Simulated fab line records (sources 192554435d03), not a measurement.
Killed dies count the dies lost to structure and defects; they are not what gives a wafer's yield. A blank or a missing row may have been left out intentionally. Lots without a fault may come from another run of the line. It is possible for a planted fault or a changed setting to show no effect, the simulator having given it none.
fab line records    flow n5-finfet
record: lots: 10  wafers: 30  last-day: 16
route steps=1938 shown BEOL_M8@1370 BEOL_M9@1401
lots with no fault: from the same line, run without faults
start-h: hours from the record's first day to the start of the lot's first wafer shown    wait-h: how many hours have passed since the lot's step before this one    " the same as in the row above    L1.1+2: one row covering several wafers at once    - no value present, or no start provided    * or withheld: withheld    < > ~ a bound
route shown NAME@n: names a module that has steps shown in the file, with the first one's number in the route    usual: mean/standard deviation taken from wafers without a fault    same: alike in all rows    chamber/n: place in a boat    sites: per-site readings    _std_site: standard deviation across them    _edge_site: inner sites' mean taken away from outer sites' mean    radius-mm: for every site, how far away it sits from the centre of the wafer    mask NAME#n: copy n    behind: the last tool/chamber to shape the wafer    hold: why the lot went on hold/how many hours it stayed there/how the hold came to an end    device: names the non-switching transistor (n, p or np)    end of line: the tests these same wafers got at the end of their route    a step without rows: its recipe alone    killed: at the first sort, the dies lost to defects and structure; wafer yield is something else    map: per-die view of a wafer (x killed, . not killed, _ where there is no die)
set.NAME: the setting as run; set.NAME@STEP: as run at that earlier step    model.NAME: the simulator's own value behind a step, which no gauge read
one table for each step of the route and one row for each wafer, over a sample of lots
services: a tool's chamber out of use, with start hour (start-h, from the record's first day; less than 0 if before it), hours out, and reason
== steps ==
step: N5_BEOL_M8_ETCH_65
recipe: chemistry: CF4  target: SiARC  target-depth-a: 156  mask-material: CAR-EUV  time-s: 26  ion-energy-ev: 80  pressure-mtorr: 40  source-w: 545  bias-w: 36  Ar_flow_sccm: 100  cf4-flow-sccm: 100  ends: cleared
usual: drypump-motor-current-A: 5.9/0.37  etch-rf-on-time-s: 26.1/0.39  oes-product-au: 0.67/0.076  rf-vpp-V: 183.6/1.1  showerhead-plenum-p-Torr: 2.10/0.059  throttle-valve-pct: 15.70/0.29
lot.wafer  tool         chamber  start-h  wait-h  drypump-motor-current-A  etch-rf-on-time-s  oes-product-au  rf-hours-counter-h  rf-vpp-V  showerhead-plenum-p-Torr  throttle-valve-pct
L715.1     rie-diel-06  1        200.38   0.0     6.0                      26.3               0.62            177                 183.8     2.13                      15.82
L715.2     "            2        "        "       5.9                      25.6               0.80            20                  184.0     2.10                      15.18
L715.6     "            0        "        "       5.7                      25.8               0.78            -                   183.2     2.10                      15.49
L716.1     rie-diel-02  3        205.88   0.0     6.1                      25.8               0.60            206                 183.6     2.05                      16.17
L716.4     "            0        "        "       5.9                      26.9               0.60            224                 182.2     2.03                      15.79
L716.5     "            0        "        "       5.9                      26.7               0.60            -                   181.8     2.03                      15.78
L720.2     rie-diel-02  1        225.79   0.0     5.0                      26.4               0.61            200                 182.3     2.05                      15.68
L720.4     "            2        "        "       6.1                      26.2               0.63            200                 184.9     2.21                      16.08
L720.5     "            0        "        "       5.9                      26.9               0.59            -                   180.9     2.02                      15.80
L721.3     rie-diel-02  1        245.34   0.0     5.0                      26.3               0.60            206                 184.0     2.05                      15.66
L721.5     "            2        "        "       6.2                      26.5               0.62            -                   185.8     2.20                      16.09
L721.6     "            1        "        "       5.0                      26.6               0.60            -                   183.1     2.05                      15.69
L722.1     rie-diel-02  3        257.61   0.0     6.1                      26.1               0.59            224                 181.6     2.04                      16.22
L722.3     "            0        "        "       5.9                      27.1               0.57            242                 184.2     2.02                      15.84
L722.5     "            2        "        "       6.1                      26.3               0.63            -                   184.8     2.20                      16.10
L725.2     rie-diel-05  1        257.72   0.0     5.1                      25.8               0.76            51                  182.8     2.09                      15.38
L725.3     "            2        "        "       6.2                      25.7               0.75            35                  183.8     2.18                      15.58
L725.6     "            1        "        "       5.1                      25.9               0.76            -                   183.7     2.09                      15.37
L730.1     rie-diel-06  0        294.76   0.0     5.8                      26.1               0.74            60                  183.1     2.09                      15.56
L730.2     "            2        "        "       5.9                      25.8               0.76            54                  185.0     2.09                      15.22
L730.5     "            0        "        "       5.8                      25.9               0.73            -                   183.8     2.09                      15.54
L734.1     rie-diel-05  3        314.78   0.0     5.8                      25.3               0.81            11                  183.7     2.11                      15.35
L734.3     "            2        "        "       6.3                      25.8               0.71            59                  184.8     2.17                      15.64
L734.6     "            3        "        "       5.8                      25.1               0.82            -                   182.5     2.11                      15.35
L736.3     rie-diel-06  2        326.50   0.0     5.9                      25.9               0.74            65                  183.2     2.09                      15.25
L736.4     "            1        "        "       6.0                      26.5               0.60            217                 183.9     2.12                      15.91
L736.5     "            3        "        "       6.2                      26.4               0.61            -                   183.4     2.05                      15.81
L735.2     rie-diel-06  2        328.22   0.0     5.9                      25.3               0.74            65                  182.4     2.09                      15.27
L735.3     "            1        "        "       5.9                      26.0               0.60            218                 182.5     2.12                      15.90
L735.5     "            2        "        "       5.9                      25.6               0.74            -                   184.3     2.09                      15.26
step: N5_BEOL_M8_ALD_77
recipe: material: TaN  target-thk-a: 20  temp-c: 275  ald-precursor-family: PDMAT  ald-co-reactant: NH3  pressure-torr: 3  carrier-flow-sccm: 1500  pulse-time-s: 2  purge-time-s: 3  co-reactant-purge-time-s: 2  co-reactant-pulse-time-s: 3  ald-cycles: 40  precursor-vessel-temp-c: 75  precursor-vessel-pressure-torr: 26.25  precursor-vessel-carrier-sccm: 1000
usual: heater-power-w: 437/34
lot.wafer  tool          chamber  start-h  wait-h  heater-power-w
L715.1     ald-metal-04  0        201.42   0.0     436
L715.2     "             3        "        "       397
L715.6     "             2        "        "       402
L716.1     ald-metal-04  1        207.74   0.0     492
L716.4     "             0        "        "       437
L716.5     "             0        "        "       448
L720.2     ald-metal-02  3        227.32   0.0     428
L720.4     "             1        "        "       395
L720.5     "             3        "        "       440
L721.3     ald-metal-02  0        246.62   0.1     450
L721.5     "             1        "        "       389
L721.6     "             0        "        "       448
L722.1     ald-metal-03  2        260.68   0.0     456
L722.3     "             0        "        "       427
L722.5     "             3        "        "       392
L725.2     ald-metal-03  3        260.94   0.2     391
L725.3     "             2        "        "       450
L725.6     "             1        "        "       477
L730.1     ald-metal-03  3        295.98   0.1     379
L730.2     "             1        "        "       480
L730.5     "             1        "        "       476
L734.1     ald-metal-04  1        316.11   0.0     494
L734.3     "             0        "        "       436
L734.6     "             2        "        "       416
L736.3     ald-metal-03  2        327.51   0.0     452
L736.4     "             3        "        "       380
L736.5     "             1        "        "       476
L735.2     ald-metal-03  3        329.38   0.2     382
L735.3     "             2        "        "       445
L735.5     "             0        "        "       433
step: N5_BEOL_M9_ILD_DEP_00
recipe: material: SiCOH_lowk  target-thk-a: 3085.1  temp-c: 300  precursor: DEMS/porogen  pressure-torr: 5  rf-w: 500  time-s: 58
usual: heater-power-w: 324/47  showerhead-plenum-p-Torr: 5.739/0.014  throttle-valve-pct: 14.1/0.65
lot.wafer  tool      chamber  start-h  wait-h  heater-power-w  showerhead-plenum-p-Torr  throttle-valve-pct
L715.1     pecvd-03  2        203.63   0.0     376             5.715                     13.6
L715.2     "         1        "        "       328             5.755                     13.9
L715.6     "         1        "        "       335             5.740                     13.7
L716.1     pecvd-03  2        209.33   0.0     353             5.721                     14.0
L716.4     "         1        "        "       332             5.762                     13.6
L716.5     "         2        "        "       371             5.730                     13.9
L720.2     pecvd-01  0        230.17   0.0     311             5.747                     15.1
L720.4     "         0        "        "       328             5.725                     15.2
L720.5     "         0        "        "       339             5.727                     15.5
L721.3     pecvd-01  0        248.32   0.0     327             5.726                     15.3
L721.5     "         2        "        "       257             5.747                     13.4
L721.6     "         0        "        "       339             5.740                     15.4
L722.1     pecvd-01  1        262.27   0.0     297             5.754                     14.3
L722.3     "         0        "        "       362             5.731                     15.2
L722.5     "         0        "        "       361             5.733                     15.4
L725.2     pecvd-03  2        262.48   0.0     335             5.729                     13.8
L725.3     "         1        "        "       280             5.769                     13.5
L725.6     "         1        "        "       293             5.761                     13.8
L730.1     pecvd-01  0        299.33   0.0     348             5.736                     15.4
L730.2     "         2        "        "       313             5.739                     13.5
L730.5     "         2        "        "       324             5.740                     13.4
L734.1     pecvd-02  2        319.22   0.0     320             5.753                     13.3
L734.3     "         0        "        "       360             5.741                     14.3
L734.6     "         0        "        "       369             5.759                     14.2
L736.3     pecvd-02  1        329.10   0.0     266             5.718                     13.2
L736.4     "         0        "        "       376             5.730                     13.9
L736.5     "         1        "        "       202             5.724                     13.5
L735.2     pecvd-03  0        331.19   0.0     402             5.738                     14.0
L735.3     "         2        "        "       314             5.714                     14.1
L735.5     "         0        "        "       406             5.739                     14.2
step: N5_BEOL_M9_THK_MEAS_01
recipe: reads: SiCOH_lowk_of_BEOL_M9_ILD_DEP_00
usual: M9_ILD_THK: 269/3.2
lot.wafer  tool           chamber  start-h  wait-h  M9_ILD_THK[nm]
L715.1     film-metro-02  -        204.22   0.4     267
L715.2     "              -        "        "       267
L715.6     "              -        "        "       274
L716.1     film-metro-01  -        209.92   0.4     268
L716.4     "              -        "        "       274
L716.5     "              -        "        "       273
L720.2     film-metro-02  -        230.79   0.4     271
L720.4     "              -        "        "       271
L720.5     "              -        "        "       274
L721.3     film-metro-02  -        248.91   0.3     267
L721.5     "              -        "        "       271
L721.6     "              -        "        "       269
L722.1     film-metro-01  -        262.86   0.4     265
L722.3     "              -        "        "       266
L722.5     "              -        "        "       268
L725.2     film-metro-01  -        263.34   0.4     266
L725.3     "              -        "        "       265
L725.6     "              -        "        "       269
L730.1     film-metro-02  -        299.92   0.4     232
L730.2     "              -        "        "       270
L730.5     "              -        "        "       270
L734.1     film-metro-02  -        319.81   0.4     268
L734.3     "              -        "        "       268
L734.6     "              -        "        "       272
L736.3     film-metro-01  -        329.78   0.3     268
L736.4     "              -        "        "       271
L736.5     "              -        "        "       274
L735.2     film-metro-02  -        331.79   0.4     268
L735.3     "              -        "        "       267
L735.5     "              -        "        "       269
step: N5_BEOL_M9_CD_MEAS_11
recipe: target-cd-nm: 64.1  landing-energy-ev: 500  detector: se-inlens  polarity: opening
usual: cd-nm: 64.2/0.39
lot.wafer  tool       chamber  start-h  wait-h  cd-nm
L715.1     cd-sem-01  0        205.65   -       64.5
L715.2     "          0        "        "       64.7
L715.6     "          0        "        "       64.9
L716.1     cd-sem-01  0        211.88   -       63.9
L716.4     "          0        "        "       64.3
L716.5     "          0        "        "       64.8
L720.2     cd-sem-03  0        231.39   -       64.7
L720.4     "          0        "        "       64.4
L720.5     "          0        "        "       64.5
L721.3     cd-sem-03  0        249.41   -       64.0
L721.5     "          0        "        "       63.9
L721.6     "          0        "        "       64.1
L722.1     cd-sem-03  0        263.80   -       63.9
L722.3     "          0        "        "       63.9
L722.5     "          0        "        "       64.0
L725.2     cd-sem-02  0        264.33   -       63.6
L725.3     "          0        "        "       63.4
L725.6     "          0        "        "       63.6
L730.1     cd-sem-01  0        302.23   -       63.9
L730.2     "          0        "        "       64.4
L730.5     "          0        "        "       64.3
L734.1     cd-sem-02  0        322.69   -       64.1
L734.3     "          0        "        "       64.2
L734.6     "          0        "        "       63.4
L736.3     cd-sem-03  0        330.97   -       64.1
L736.4     "          0        "        "       64.0
L736.5     "          0        "        "       64.6
L735.2     cd-sem-01  0        334.25   -       64.0
L735.3     "          0        "        "       64.2
L735.5     "          0        "        "       63.6
== services ==
tool          chamber  start-h  hours  kind
pecvd-03      2        178.04   2.1    scheduled-down
rie-diel-02   2        180.54   3.9    repair
rie-diel-05   3        185.11   4.9    repair
pecvd-02      -        201.61   23.4   repair
pecvd-01      2        202.42   -      clean
pecvd-01      2        202.42   -      consumable-replace:showerhead
pecvd-01      2        202.42   29.0   scheduled-down
ald-metal-03  -        206.09   6.0    pm
rie-diel-06   2        209.85   1.5    repair
pecvd-01      -        240.01   0.7    repair
rie-diel-02   -        243.77   0.4    repair
rie-diel-05   0        246.43   14.1   repair
ald-metal-04  -        247.48   4.3    pm
rie-diel-06   1        249.84   9.5    repair
ald-metal-03  3        251.50   3.4    repair
pecvd-03      -        255.30   4.5    repair
pecvd-02      -        256.26   0.7    repair
rie-diel-06   0        274.73   1.6    repair
pecvd-01      1        275.40   12.4   repair
rie-diel-06   0        276.83   7.2    repair
rie-diel-02   0        286.55   12.4   repair
pecvd-01      0        310.41   16.1   repair
rie-diel-02   -        320.74   3.6    repair
rie-diel-02   2        328.81   3.2    repair
== key ==
first-sign: step: N5_BEOL_M9_THK_MEAS_01  reading: M9_ILD_THK  direction: down  sigmas: 11  usual: 269  struck: 232
effect none on later readings
met-at N5_BEOL_M9_ILD_DEP_00
struck-lots L730
struck-wafers L730.1
not-acting-at N5_BEOL_M8_ETCH_65,N5_BEOL_M8_ALD_77,N5_BEOL_M9_CD_MEAS_11
onset-between 262.27 299.33
fault: kind: site-profile-drift  tool: pecvd-01  chamber: 0  onset-h: 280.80  steps: N5_BEOL_M9_ILD_DEP_00  basis: fraction  max-abs-drift: 0.2596  slope-share-per-hr: 57.689  site-pattern: 0,0,0,0,0,-1,-1,-1,-1
